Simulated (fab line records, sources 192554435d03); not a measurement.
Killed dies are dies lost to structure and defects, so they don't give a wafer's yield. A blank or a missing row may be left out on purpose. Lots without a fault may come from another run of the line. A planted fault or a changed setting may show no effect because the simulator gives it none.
fab line records | flow n5_finfet
record lots=11 wafers=33 last_day=18
route steps=1938 shown BEOL_M15@1828 MIM_TOP@1835 MIM_TOP_LITHO@1843 PASSIVATION@1936
lots that met no fault: from a run of the same line without faults
start_h: hours from the record's first day to the start of the lot's first wafer shown | wait_h: hours since the lot's step before | " the same as in the row above | L1.1+2: a row that stands for several wafers | - no value, or no start given | * or withheld: withheld | < > ~ a bound
route shown NAME@n: a module of which the file shows steps, and the number in the route of the first | usual: mean/standard deviation of fault-free wafers | same: alike in all rows | chamber/n: place in a boat | sites: the reading at each site | _std_site: their standard deviation | _edge_site: outer sites' mean less inner sites' | radius_mm: how far each site lies from the wafer's centre | mask NAME#n: copy n | behind: the tool/chamber that last shaped the wafer | hold: why the lot was held/for how many hours/how that ended | device: the transistor (n, p or np) that didn't switch | end of line: the same wafers' tests at the end of the route | a step without rows: its recipe alone | killed: dies lost to structure and defects at the first sort, not the wafer's yield | map: a wafer's dies, x killed, . not, _ none there
set.NAME: the setting as run; set.NAME@STEP: as run at that earlier step | model.NAME: the simulator's own value behind a step, which no gauge read
steps of the route over a sample of lots; a table a step, a row a wafer
services: from which hour (start_h, from the record's first day; less than 0 if before it) a tool's chamber was out of use, for how many hours, and why
## steps
# step N5_BEOL_M15_RS_MEAS_54
# recipe thk_meas_gauge=four-point-probe reads=Cu_of_BEOL_M15_ECD_47+Ta_of_BEOL_M15_SPUTTER_44+TaN_of_BEOL_M15_SPUTTER_43
# usual M15_RS=0.0216/0.00034
# columns lot.wafer tool chamber start_h wait_h M15_RS[ohm/sq]
L604.1 film_metro-02 - 253.14 0.0 0.0212
L604.2 " - " " 0.0219
L604.3 " - " " 0.0215
L606.2 film_metro-01 - 255.64 0.1 0.0220
L606.3 " - " " 0.0217
L606.4 " - " " 0.0214
L607.1 film_metro-01 - 266.29 0.1 0.0211
L607.2 " - " " 0.0218
L607.5 " - " " 0.0211
L609.1 film_metro-02 - 277.08 0.0 0.0209
L609.3 " - " " 0.0214
L609.5 " - " " 0.0215
L608.2 film_metro-02 - 277.88 0.1 0.0214
L608.4 " - " " 0.0221
L608.5 " - " " 0.0216
L611.3 film_metro-01 - 283.30 0.1 0.0220
L611.4 " - " " 0.0213
L611.5 " - " " 0.0219
L614.3 film_metro-02 - 315.43 0.1 0.0217
L614.4 " - " " 0.0221
L614.6 " - " " 0.0220
L615.1 film_metro-01 - 316.13 0.0 0.0210
L615.3 " - " " 0.0218
L615.5 " - " " 0.0217
L616.2 film_metro-01 - 323.22 0.1 0.0211
L616.4 " - " " 0.0218
L616.5 " - " " 0.0221
L626.1 film_metro-02 - 406.36 0.0 0.0219
L626.3 " - " " 0.0216
L626.5 " - " " 0.0212
L625.1 film_metro-02 - 408.94 0.0 0.0219
L625.5 " - " " 0.0218
L625.6 " - " " 0.0213
# step N5_MIM_TOP_ALD_01
# recipe material=HfO2 target_thk_a=56 temp_c=withheld ald_precursor_family=Hf-amide ald_co_reactant=O3 pulse_time_s=1 purge_time_s=3 co_reactant_purge_time_s=2 co_reactant_pulse_time_s=3 ald_cycles=62
# usual precursor_pulse_height_rel=1.002/0.02
# columns lot.wafer tool chamber start_h wait_h precursor_pulse_height_rel
L604.1 ald_hk-03 1 - - 0.989
L604.2 " 3 " " 0.988
L604.3 " 0 " " 0.948
L606.2 ald_hk-01 3 - - 1.007
L606.3 " 2 " " 0.993
L606.4 " 0 " " 1.025
L607.1 ald_hk-02 1 - - 0.995
L607.2 " 2 " " 0.987
L607.5 " 2 " " 1.014
L609.1 ald_hk-03 2 - - 0.995
L609.3 " 3 " " 1.030
L609.5 " 1 " " 1.016
L608.2 ald_hk-02 2 - - 0.967
L608.4 " 0 " " 0.972
L608.5 " 2 " " 1.004
L611.3 ald_hk-02 3 - - 0.996
L611.4 " 2 " " 1.003
L611.5 " 2 " " 0.990
L614.3 ald_hk-03 1 - - 1.010
L614.4 " 3 " " 0.964
L614.6 " 0 " " 0.988
L615.1 ald_hk-02 2 - - 0.999
L615.3 " 1 " " 0.985
L615.5 " 0 " " 1.002
L616.2 ald_hk-02 1 - - 0.980
L616.4 " 3 " " 0.999
L616.5 " 2 " " 0.972
L626.1 ald_hk-03 1 - - 0.984
L626.3 " 3 " " 1.005
L626.5 " 2 " " 0.992
L625.1 ald_hk-02 2 - - 1.022
L625.5 " 2 " " 1.006
L625.6 " 3 " " 1.015
# step N5_MIM_TOP_LITHO_EXPOSE_05
# recipe mask_id=MIM_TOP na=0.55 source_shape=conventional sigma_outer=0.8 polarization=unpolarized target_cd_nm=2000 dose_mj=20.5
# usual exposure_dose_mJ_cm2=20.484/0.022 stage_vel_mm_s=500.02/0.26
# columns lot.wafer tool chamber start_h wait_h mask exposure_dose_mJ_cm2 stage_vel_mm_s
L604.1 krf_scanner-02 0 258.40 - MIM_TOP#0 20.497 500.40
L604.2 " 0 " " MIM_TOP#0 20.436 500.39
L604.3 " 0 " " MIM_TOP#0 20.456 500.30
L606.2 krf_scanner-02 0 259.12 - MIM_TOP#0 20.492 500.34
L606.3 " 0 " " MIM_TOP#0 20.494 499.88
L606.4 " 0 " " MIM_TOP#0 20.488 499.89
L607.1 krf_scanner-01 0 270.75 - MIM_TOP#0 20.512 500.09
L607.2 " 0 " " MIM_TOP#0 20.504 499.98
L607.5 " 0 " " MIM_TOP#0 20.509 499.93
L609.1 krf_scanner-01 0 279.43 - MIM_TOP#0 20.497 500.17
L609.3 " 0 " " MIM_TOP#0 20.504 499.84
L609.5 " 0 " " MIM_TOP#0 20.494 500.08
L608.2 krf_scanner-02 0 281.83 - MIM_TOP#0 20.523 500.32
L608.4 " 0 " " MIM_TOP#0 20.490 499.86
L608.5 " 0 " " MIM_TOP#0 20.531 500.18
L611.3 krf_scanner-01 0 287.80 - MIM_TOP#0 20.490 499.88
L611.4 " 0 " " MIM_TOP#0 20.487 499.76
L611.5 " 0 " " MIM_TOP#0 20.508 500.12
L614.3 krf_scanner-02 0 319.75 - MIM_TOP#0 20.516 500.08
L614.4 " 0 " " MIM_TOP#0 20.552 500.13
L614.6 " 0 " " MIM_TOP#0 20.488 500.16
L615.1 krf_scanner-02 0 319.94 - MIM_TOP#0 20.489 500.21
L615.3 " 0 " " MIM_TOP#0 20.500 499.73
L615.5 " 0 " " MIM_TOP#0 20.484 500.05
L616.2 krf_scanner-02 0 328.26 - MIM_TOP#0 19.707 500.10
L616.4 " 0 " " MIM_TOP#0 19.730 499.65
L616.5 " 0 " " MIM_TOP#0 19.735 499.67
L626.1 krf_scanner-01 0 409.94 - MIM_TOP#0 20.495 499.74
L626.3 " 0 " " MIM_TOP#0 20.468 500.33
L626.5 " 0 " " MIM_TOP#0 20.440 499.80
L625.1 krf_scanner-01 0 411.61 - MIM_TOP#0 20.466 500.38
L625.5 " 0 " " MIM_TOP#0 20.489 500.62
L625.6 " 0 " " MIM_TOP#0 20.460 500.42
# step N5_MIM_TOP_LITHO_CD_MEAS_08
# recipe target_cd_nm=2000 landing_energy_ev=500 detector=se_inlens
# usual cd_nm=2000.5/1.3
# columns lot.wafer tool chamber start_h wait_h cd_nm
L604.1 cd_sem-01 0 258.57 - 1998.5
L604.2 " 0 " " 2001.2
L604.3 " 0 " " 1999.1
L606.2 cd_sem-01 0 259.29 - 2002.3
L606.3 " 0 " " 2003.1
L606.4 " 0 " " 2001.2
L607.1 cd_sem-03 0 270.93 - 1999.1
L607.2 " 0 " " 1999.4
L607.5 " 0 " " 1998.4
L609.1 cd_sem-02 0 279.61 - 2000.8
L609.3 " 0 " " 2000.3
L609.5 " 0 " " 2000.3
L608.2 cd_sem-02 0 282.00 - 2002.2
L608.4 " 0 " " 2001.2
L608.5 " 0 " " 2000.1
L611.3 cd_sem-02 0 287.96 - 1999.8
L611.4 " 0 " " 2001.5
L611.5 " 0 " " 2000.5
L614.3 cd_sem-03 0 319.92 - 2004.1
L614.4 " 0 " " 1999.1
L614.6 " 0 " " 2001.4
L615.1 cd_sem-02 0 320.12 - 1999.5
L615.3 " 0 " " 1999.2
L615.5 " 0 " " 2000.7
L616.2 cd_sem-03 0 328.43 - 1945.7
L616.4 " 0 " " 2001.8
L616.5 " 0 " " 1959.5
L626.1 cd_sem-01 0 410.11 - 1998.4
L626.3 " 0 " " 2000.5
L626.5 " 0 " " 1998.3
L625.1 cd_sem-03 0 411.79 - 2000.5
L625.5 " 0 " " 2000.6
L625.6 " 0 " " 1999.6
# step N5_MIM_TOP_LITHO_INSPECT_12
# recipe mode=adi inspect_instrument=macro
# usual raw_defect_count=2.2/1.5
# columns lot.wafer tool chamber start_h wait_h raw_defect_count
L604.1 defect_inspect-02 - 258.63 0.0 1
L604.2 " - " " 6
L604.3 " - " " 4
L606.2 defect_inspect-02 - 259.35 0.0 3
L606.3 " - " " 2
L606.4 " - " " 1
L607.1 defect_inspect-02 - 270.98 0.0 2
L607.2 " - " " 2
L607.5 " - " " 3
L609.1 defect_inspect-02 - 279.66 0.0 4
L609.3 " - " " 1
L609.5 " - " " 6
L608.2 defect_inspect-02 - 282.06 0.0 1
L608.4 " - " " 3
L608.5 " - " " 3
L611.3 defect_inspect-02 - 288.02 0.0 3
L611.4 " - " " 4
L611.5 " - " " 7
L614.3 defect_inspect-01 - 319.97 0.0 0
L614.4 " - " " 1
L614.6 " - " " 3
L615.1 defect_inspect-01 - 320.17 0.0 2
L615.3 " - " " 1
L615.5 " - " " 4
L616.2 defect_inspect-02 - 328.49 0.0 2
L616.4 " - " " 3
L616.5 " - " " 2
L626.1 defect_inspect-02 - 410.17 0.0 2
L626.3 " - " " 3
L626.5 " - " " 1
L625.1 defect_inspect-01 - 411.84 0.0 3
L625.5 " - " " 0
L625.6 " - " " 3
# step N5_PASSIVATION_PROBE_49
# usual defect_limited_yield=91.4/1.5 killed_at_M0_to_M3=31/11 killed_at_M4_up=13/5.5 killed_at_contacts=13/6.3 killed_at_front_end=40/13 killed_at_other=3.3/2.6 killed_dies=101/18 killed_open=67/13 killed_short=33/7.9 sort_bin_5_function=5.1/1 sort_bin_6_memory=3.2/0.68 sort_n_pass=1079/18 sort_yield_pct=91.4/1.5
# same gross_dies=1180 killed_at_back_side=0 sort_bin_4_leakage[%]=0 sort_bin_8_speed[%]=0
# columns lot.wafer tool chamber start_h wait_h defect_limited_yield[%] killed_at_M0_to_M3 killed_at_M4_up killed_at_contacts killed_at_front_end killed_at_other killed_dies killed_open killed_short sort_bin_5_function[%] sort_bin_6_memory[%] sort_n_pass sort_yield_pct[%]
L609.1 prober-01 - 289.07 0.0 90.3 33 26 18 34 4 115 79 36 6.2 3.1 1065 90.3
L609.3 prober-01 - 289.17 0.1 93.1 27 9 17 23 6 82 52 30 4.6 2.1 1098 93.1
L609.5 prober-01 - 289.27 0.2 94.5 16 8 13 27 1 65 45 19 3.7 1.6 1115 94.5
L614.3 prober-01 - 331.30 0.1 92.4 30 15 13 26 6 90 67 23 4.7 2.9 1090 92.4
L614.4 prober-01 - 331.35 0.2 90.7 31 15 28 31 5 110 77 33 5.5 3.6 1070 90.7
L614.6 prober-01 - 331.45 0.3 91.5 41 7 21 23 8 100 76 23 5.2 3.1 1080 91.5
L615.1 prober-02 - 333.38 0.0 91.2 27 18 21 35 3 104 70 34 5.3 3.4 1076 91.2
L615.3 prober-02 - 333.48 0.1 89.7 19 20 20 53 9 121 83 38 6.5 3.2 1059 89.7
L615.5 prober-02 - 333.58 0.2 92.4 16 4 14 51 5 90 66 24 4.1 3.2 1090 92.4
L616.2 prober-01 - 337.87 0.1 91.9 37 16 11 28 3 95 65 30 5.2 2.9 1085 91.9
L616.4 prober-01 - 337.97 0.2 88.6 47 18 25 42 2 134 86 48 7.2 4.1 1046 88.6
L616.5 prober-01 - 338.02 0.2 90.8 30 18 22 37 1 108 71 36 4.4 4.2 1072 90.8
# killed by level:class
L609.1 MOL_CONTACT_COAG:geometric_particle:open=16 BEOL_M4:geometric_particle:open=12 BEOL_M0_SAQP:geometric_particle:open=11 STI_FIN_REVEAL:geometric_particle:open=8 BEOL_M0_SAQP:geometric_particle:short=7 BEOL_M2:geometric_particle:open=7 FIN_SAQP:geometric_particle:short=5 FIN_SAQP:geometric_particle:open=4
L609.3 MOL_CONTACT_COAG:geometric_particle:open=9 MOL_CONTACT_COAG:geometric_particle:short=8 BEOL_M0_SAQP:geometric_particle:short=7 FIN_SAQP:geometric_particle:open=6 BEOL_M0_SAQP:geometric_particle:open=6 BEOL_M2:geometric_particle:open=6 STI_FIN_REVEAL:geometric_particle:open=4 BEOL_M4:geometric_particle:short=4
L609.5 MOL_CONTACT_COAG:geometric_particle:open=9 STI_FIN_REVEAL:geometric_particle:open=8 FIN_SAQP:geometric_particle:open=4 MOL_CONTACT_COAG:geometric_particle:short=4 BEOL_M0_SAQP:geometric_particle:short=4 BEOL_M3:geometric_particle:open=4 STARTING-WAFER:geometric_particle:open=4 GATE_CUT:geometric_particle:short=3
L614.3 BEOL_M0_SAQP:geometric_particle:open=13 MOL_CONTACT_COAG:geometric_particle:open=12 BEOL_M4:geometric_particle:open=10 DUMMY_GATE:geometric_particle:open=7 BEOL_M2:geometric_particle:open=7 BEOL_M0_SAQP:geometric_particle:short=6 STI_FIN_REVEAL:geometric_particle:open=4 FIN_SAQP:geometric_particle:open=3
L614.4 MOL_CONTACT_COAG:geometric_particle:open=22 STI_FIN_REVEAL:geometric_particle:open=10 DUMMY_GATE:geometric_particle:open=7 BEOL_M1:geometric_particle:open=7 MOL_CONTACT_COAG:geometric_particle:short=6 BEOL_M0_SAQP:geometric_particle:short=6 BEOL_M2:geometric_particle:open=5 BEOL_M0_SAQP:geometric_particle:open=5
L614.6 MOL_CONTACT_COAG:geometric_particle:open=17 BEOL_M2:geometric_particle:open=11 BEOL_M1:geometric_particle:open=11 BEOL_M0_SAQP:geometric_particle:open=7 ILD0:geometric_particle:open=5 BEOL_M3:geometric_particle:open=5 MOL_CONTACT_COAG:geometric_particle:short=4 BEOL_M4:geometric_particle:open=4
L615.1 MOL_CONTACT_COAG:geometric_particle:open=21 FIN_SAQP:geometric_particle:short=11 STI_FIN_REVEAL:geometric_particle:open=7 BEOL_M4:geometric_particle:open=6 BEOL_M0_SAQP:geometric_particle:open=5 BEOL_M2:geometric_particle:open=5 STARTING-WAFER:geometric_particle:short=4 FIN_SAQP:geometric_particle:open=3
L615.3 MOL_CONTACT_COAG:geometric_particle:open=16 FIN_SAQP:geometric_particle:open=15 FIN_SAQP:geometric_particle:short=10 BEOL_M2:geometric_particle:open=7 STI_FIN_REVEAL:geometric_particle:open=6 BEOL_M5:geometric_particle:open=6 GATE_CUT:geometric_particle:short=5 STARTING-WAFER:geometric_particle:open=5
L615.5 FIN_SAQP:geometric_particle:open=13 MOL_CONTACT_COAG:geometric_particle:open=13 FIN_SAQP:geometric_particle:short=11 STI_FIN_REVEAL:geometric_particle:open=10 STARTING-WAFER:geometric_particle:open=5 DUMMY_GATE:geometric_particle:open=4 BEOL_M3:geometric_particle:open=4 BEOL_M2:geometric_particle:open=3
L616.2 FIN_SAQP:geometric_particle:open=9 MOL_CONTACT_COAG:geometric_particle:open=9 BEOL_M2:geometric_particle:open=9 FIN_SAQP:geometric_particle:short=7 BEOL_M3:geometric_particle:open=7 BEOL_M4:geometric_particle:open=7 BEOL_M0_SAQP:geometric_particle:open=6 BEOL_M0_SAQP:geometric_particle:short=6
L616.4 MOL_CONTACT_COAG:geometric_particle:open=14 FIN_SAQP:geometric_particle:open=11 MOL_CONTACT_COAG:geometric_particle:short=11 FIN_SAQP:geometric_particle:short=10 BEOL_M2:geometric_particle:open=10 BEOL_M3:geometric_particle:open=9 BEOL_M0_SAQP:geometric_particle:short=8 BEOL_M1:geometric_particle:open=7
L616.5 MOL_CONTACT_COAG:geometric_particle:open=15 BEOL_M0_SAQP:geometric_particle:open=10 FIN_SAQP:geometric_particle:open=9 BEOL_M4:geometric_particle:open=9 FIN_SAQP:geometric_particle:short=8 MOL_CONTACT_COAG:geometric_particle:short=7 BEOL_M0_SAQP:geometric_particle:short=6 BEOL_M1:geometric_particle:open=6
## services
# columns tool chamber start_h hours kind
krf_scanner-02 - 231.30 1.0 pm
krf_scanner-01 - 240.86 0.3 repair
krf_scanner-02 - 271.37 0.8 pm
krf_scanner-01 - 304.80 1.3 pm
krf_scanner-01 - 311.29 2.5 repair
krf_scanner-01 0 317.05 - calibration
krf_scanner-01 - 317.75 4.0 pm
ald_hk-01 - 320.48 1.4 repair
krf_scanner-01 - 331.34 1.0 pm
krf_scanner-02 - 351.77 1.3 pm
krf_scanner-01 - 359.31 0.8 pm
krf_scanner-01 - 365.81 9.1 repair
ald_hk-03 - 370.01 0.5 repair
ald_hk-02 - 385.24 8.7 pm
krf_scanner-02 0 399.81 - calibration
krf_scanner-02 - 400.30 1.0 pm
krf_scanner-01 - 400.79 5.9 repair
ald_hk-01 - 406.90 8.7 pm
## key
first_sign step=N5_MIM_TOP_LITHO_EXPOSE_05 reading=exposure_dose_mJ_cm2 direction=down sigmas=34 usual=20.484 struck=19.724
effect step=N5_MIM_TOP_LITHO_CD_MEAS_08 reading=cd_nm direction=down sigmas=24 usual=2000.5 struck=1969.0 wafers_moved=2 through=control_loop
met_at N5_MIM_TOP_LITHO_EXPOSE_05
struck_lots L616
loop_trim step=N5_MIM_TOP_LITHO_EXPOSE_05 setting=dose lots=L616
not_acting_at N5_BEOL_M15_RS_MEAS_54,N5_MIM_TOP_ALD_01,N5_MIM_TOP_LITHO_INSPECT_12
onset_between 319.94 328.26
fault kind=process_parameter_drift tool=krf_scanner-02 chamber=- onset_h=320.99 steps=N5_MIM_TOP_LITHO_EXPOSE_05 channel=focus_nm offset=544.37 spread_by_wafer=0.3 shape=step end_h=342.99
# loop_trim: a control loop set the setting to another value than it would have without faults
